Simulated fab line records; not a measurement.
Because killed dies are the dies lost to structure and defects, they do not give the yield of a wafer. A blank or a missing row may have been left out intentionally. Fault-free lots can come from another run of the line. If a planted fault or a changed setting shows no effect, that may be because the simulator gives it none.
Struck lot and sound lot, side by side | flow n5-finfet | 36 steps out of a route of 1938
Sound: wafers L266.2, L266.3, L266.5. Struck: wafer L267.3 (left out: L267.2, a lot-mate that was not struck); the cause follows at the end.
At each step with rows: each side's tool, then ch and its chambers, then its first start. Under that, the readings that differ: sound wafers | struck wafers | difference of the means | sigmas: that difference in standard deviations of wafers without a fault.
alike: a reading whose means differ by less than 2 such deviations, as well as words and numbers matching on both sides. not compared: withheld readings; readings where some wafer has no value; bounds like >300 that might hide an equal value; numbers whose values overlap and for which the record gives no deviation.
A row with sigmas, a row that says differs or no value, or rows on one side alone: a step with any of these is where the two part. Numbers that have no deviation but don't overlap get no sigmas and don't part them. A reading missing from all wafers of one side parts the sides only when that side holds two or more wafers.

first, 8 steps without rows for these wafers: N5_MOL_CONTACT_COAG_PRECLEAN_138 (cleans in alkaline clean, time 60 s); N5_MOL_CONTACT_COAG_SRD_139 (time 30 s); N5_MOL_CONTACT_COAG_PRE_CLEAN_121; N5_MOL_CONTACT_COAG_CVD_140 (deposits W, target thk 66.5 nm, time 215 s); N5_MOL_CONTACT_COAG_PRECLEAN_127 (cleans in DIW, time 57.5 s); N5_MOL_CONTACT_COAG_SRD_128 (dry time 32 s); N5_MOL_CONTACT_COAG_CMP_52 (polishes, stops on SiO2, t overpolish 1.5 s, target thk 66.5 nm); N5_MOL_CONTACT_COAG_ANNEAL_112 (time 1800 s).
N5_BEOL_M0_SAQP_PECVD_00: deposits SiCN from 3MS/NH3, target thk 8 nm, time 14 s.
  sound on pecvd-01 ch 0,1,2, day 6 02:59; struck on pecvd-01 ch 0, day 6 08:12
  reading                                         | sound   | struck | difference | sigmas
  model.SiCN_of_BEOL_M0_SAQP_PECVD_00.thk-nm (nm) | 8 8 8.2 | 7.4    | -0.7       |
  alike: showerhead-plenum-p-Torr, throttle-valve-pct
then, 25 steps without rows for these wafers: N5_BEOL_M0_SAQP_ILD_DEP_01 (deposits SiOC from DEMS/O2, target thk 45.419 nm, time 8.7 s); N5_BEOL_M0_SAQP_HM_DEP_02 (deposits TiN, target thk 12 nm); N5_BEOL_M0_SAQP_PECVD_03 (deposits SiCN from 3MS/NH3, target thk 12 nm, time 21.1 s); N5_BEOL_M0_SAQP_PECVD_96 (deposits a-Si from SiH4/He, target thk 45 nm, time 45.2 s); N5_BEOL_M0_SAQP_PECVD_97 (deposits SiNx from SiH4/NH3/N2, target thk 23 nm, time 19.9 s); N5_BEOL_M0_SAQP_PECVD_04 (deposits a-Si from SiH4/He, target thk 60 nm, time 60.2 s); N5_BEOL_M0_SAQP_HM_DEP_111 (deposits SiO2 from SiH4/N2O, target thk 12 nm, time 7.2 s); N5_BEOL_M0_SAQP_COAT_81 (time 60 s, resist thk 100 nm); N5_BEOL_M0_SAQP_COAT_82 (time 60 s, resist thk 30 nm); N5_BEOL_M0_SAQP_COAT_08 (resist thk 90 nm); N5_BEOL_M0_SAQP_EBR_10; N5_BEOL_M0_SAQP_SOFTBAKE_09 (time 60 s); N5_BEOL_M0_SAQP_EXPOSE_11 (exposes mask M0 CORE, target cd 42 nm); N5_BEOL_M0_SAQP_PEB_12 (peb time 60 s); N5_BEOL_M0_SAQP_DEVELOP_13 (develop time 30 s); N5_BEOL_M0_SAQP_DESCUM_19 (chemistry O2, time 7.9 s); N5_BEOL_M0_SAQP_ETCH_83 (etches SiARC in CF4, target depth 39 nm, time 65 s); N5_BEOL_M0_SAQP_ETCH_84 (etches SOC in N2/H2, target depth 100 nm, overetch 20 nm, time 150 s); N5_BEOL_M0_SAQP_STRIP_80 (strips in N2/H2); N5_BEOL_M0_SAQP_HM_OPEN_112 (chemistry CHF3/O2, target SiO2, stops on a-Si, target depth 12 nm, time 13.5 s); N5_BEOL_M0_SAQP_STRIP_113 (strips in CHF3/O2); N5_BEOL_M0_SAQP_MANDREL_ETCH_20 (etches a-Si in HBr/Cl2, stops on SiNx, target depth 60 nm, bt time 10 s, time 30 s); N5_BEOL_M0_SAQP_STRIP_86 (strips in N2/H2); N5_BEOL_M0_SAQP_STRIP_115 (strips in post etch residue remover, time 60 s); N5_BEOL_M0_SAQP_SRD_93 (time 30 s).
N5_BEOL_M0_ETCH_109: etches SiCN in CH3F/O2, target depth 8 nm, overetch 2.4 nm, time 27.4 s.
  sound on rie-diel-02 ch 1,2,3, day 6 11:55; struck on rie-diel-02 ch 0, day 6 19:13
  reading                  | sound             | struck | difference | sigmas
  rf-vpp-V (V)             | 300.7 296.3 297.4 | 294.6  | -3.5       | -2
  model.etch.depth-nm (nm) | 8.087 7.942 8.247 | 7.319  | -0.773     |
  alike: drypump-motor-current-A, oes-product-au, showerhead-plenum-p-Torr, throttle-valve-pct
  not compared: rf-hours-counter-h
-- a jump in the record: the struck wafers' starts before and after are 4 days apart (it breaks off in module BEOL_M0 and resumes in module BEOL_M4, where the first step shown is number 1111 of the route) --
N5_BEOL_M4_RC_MEAS_101:
  sound on prober-01 ch 0, day 10 03:59; struck on prober-01 ch 0, day 10 22:04
  alike: DIBL_N, DIBL_P, IOFF_N, IOFF_P, ION_N, ION_P, SS_N, SS_P, VT_N, VT_P

## WHERE THEY PART
Within this record, at N5_BEOL_M0_ETCH_109 only. Later steps at which nothing parts them and some readings are alike: N5_BEOL_M4_RC_MEAS_101.

WHY: what the simulator had put in
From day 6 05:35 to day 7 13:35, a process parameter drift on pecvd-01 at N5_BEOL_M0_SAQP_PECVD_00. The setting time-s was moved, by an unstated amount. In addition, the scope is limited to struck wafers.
